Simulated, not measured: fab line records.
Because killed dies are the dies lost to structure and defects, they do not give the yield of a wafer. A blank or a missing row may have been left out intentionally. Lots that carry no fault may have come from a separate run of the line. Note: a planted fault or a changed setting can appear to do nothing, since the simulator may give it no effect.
Split-lot trial -- flow n5 finfet -- 21 wafers read from 7 lots, route of 1938 steps

## ON THE SPLIT
At N5_FIN_CUT_EXPOSE_05 (exposes mask FIN CUT), the setting dose mj was moved away from the recipe's 45.75 on 6 of the 21 wafers read, by +3.8% to +6.5%. For the rest of the wafers, this setting stayed at what the recipe calls for.

## FROM THE SPLIT TO THE READING: what the file shows between them, 4 steps
- N5_FIN_CUT_PEB_06: peb time 60 s
- N5_FIN_CUT_DEVELOP_07: develop time 30 s
- N5_FIN_CUT_DESCUM_13: chemistry O2, time 7 s
- N5_FIN_CUT_ETCH_30: etches underlayer in N2/H2, target depth 13 nm, time 10.4 s

## THE READING
FIN_CUT.cd offset nm (the simulator's own value, which no gauge read), in nm, at N5_FIN_CUT_ETCH_20 (etches SiARC in CF4, target depth 26 nm, time 43.3 s). No usual value for it is given in the file. The 15 wafers here that ran the recipe average -0.1 nm, standard deviation 0.14 nm.

wafer,"tool, chamber at the split",dose mj as run,against the recipe,"FIN_CUT.cd offset nm, nm",against lot-mates on the recipe
L076.1,"euv scanner-01, 0",48.73,+6.5%,1.2,+1.0
L076.6,"euv scanner-01, 0",48.73,+6.5%,1.2,+1.0
L076.2,"euv scanner-01, 0",45.75,recipe,0.2,-
L080.1,"euv scanner-02, 0",45.75,recipe,0,-
L080.2,"euv scanner-02, 0",45.75,recipe,-0.2,-
L080.4,"euv scanner-02, 0",45.75,recipe,-0.2,-
L082.1,"euv scanner-01, 0",45.75,recipe,-0.2,-
L082.2,"euv scanner-01, 0",45.75,recipe,0,-
L082.6,"euv scanner-01, 0",45.75,recipe,0.2,-
L084.2,"euv scanner-02, 0",47.67,+4.2%,0.6,+0.6
L084.3,"euv scanner-02, 0",47.67,+4.2%,0.8,+0.8
L084.5,"euv scanner-02, 0",45.75,recipe,0,-
L089.2,"euv scanner-02, 0",45.75,recipe,-0.2,-
L089.6,"euv scanner-02, 0",45.75,recipe,-0.2,-
L089.5,"euv scanner-02, 0",45.75,recipe,0,-
L093.2,"euv scanner-02, 0",45.75,recipe,0,-
L093.3,"euv scanner-02, 0",45.75,recipe,0,-
L093.4,"euv scanner-02, 0",45.75,recipe,-0.2,-
L095.4,"euv scanner-02, 0",47.47,+3.8%,0.4,+0.4
L095.5,"euv scanner-02, 0",45.75,recipe,0,-
L095.6,"euv scanner-02, 0",47.47,+3.8%,0.6,+0.6

FIT RESULTS
A straight line over all 21 wafers: FIN_CUT.cd offset nm changes by +0.182 nm for each +1% of dose mj; r = +0.95; the points scatter about the line by 0.14 nm.
The same after taking each lot's own level away (the mean of its wafers on the recipe; 21 wafers): +0.153 nm for each +1%; r = +0.96; scatter 0.11 nm.
Per that fit: largest dose mj move, reading shift of 1 nm.
The span of the lots' own levels, -0.13 to 0.20 nm, comes to 2.5 times the standard deviation stated above.
Hence the slope depends on the lot-to-lot level, as the two fits are not the same.
Check: for one of the wafers moved furthest among these (+6.5%), held out of the fit, the line's prediction against its lot-mates is +0.994 nm. Against them it came out at +1 nm.

## OTHER SPLITS APPLIED TO THESE WAFERS
Before the reading, these wafers also passed through other splits. Each is held against what the fit with the lots' levels taken away leaves over:
other split on the same wafers,wafers away from the commonest value,r with FIN_CUT.cd offset nm (lot level and that fit taken away)
N5_WELL_APT_COAT_19 spin rpm,5,+0.13
N5_WELL_APT_EXPOSE_22 dose mj,7,+0.52
N5_PMOS_HMC_CHANNEL_EPI_EXPOSE_06 dose mj,7,-0.08
N5_PMOS_HMC_CHANNEL_EPI_PEB_07 peb temp c,7,-0.06

## THE WHOLE CHAIN: every reading that the file lists as answering this split, in the file's order
step,what it does,reading,change (the file's fit),r (the file's)
N5_FIN_CUT_ETCH_30,"etches underlayer in N2/H2, target depth 13 nm, time 10.4 s","FIN_CUT.cd offset nm (the simulator's own value, which no gauge read)",+0.163 nm for each +1% of the setting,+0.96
N5_FIN_CUT_ETCH_20,"etches SiARC in CF4, target depth 26 nm, time 43.3 s","FIN_CUT.cd offset nm (the simulator's own value, which no gauge read)",+0.153 nm for each +1% of the setting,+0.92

## THE FILE'S OWN FIT
FIN_CUT.cd offset nm changes by +0.153 nm for each +1% of dose mj, r = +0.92.
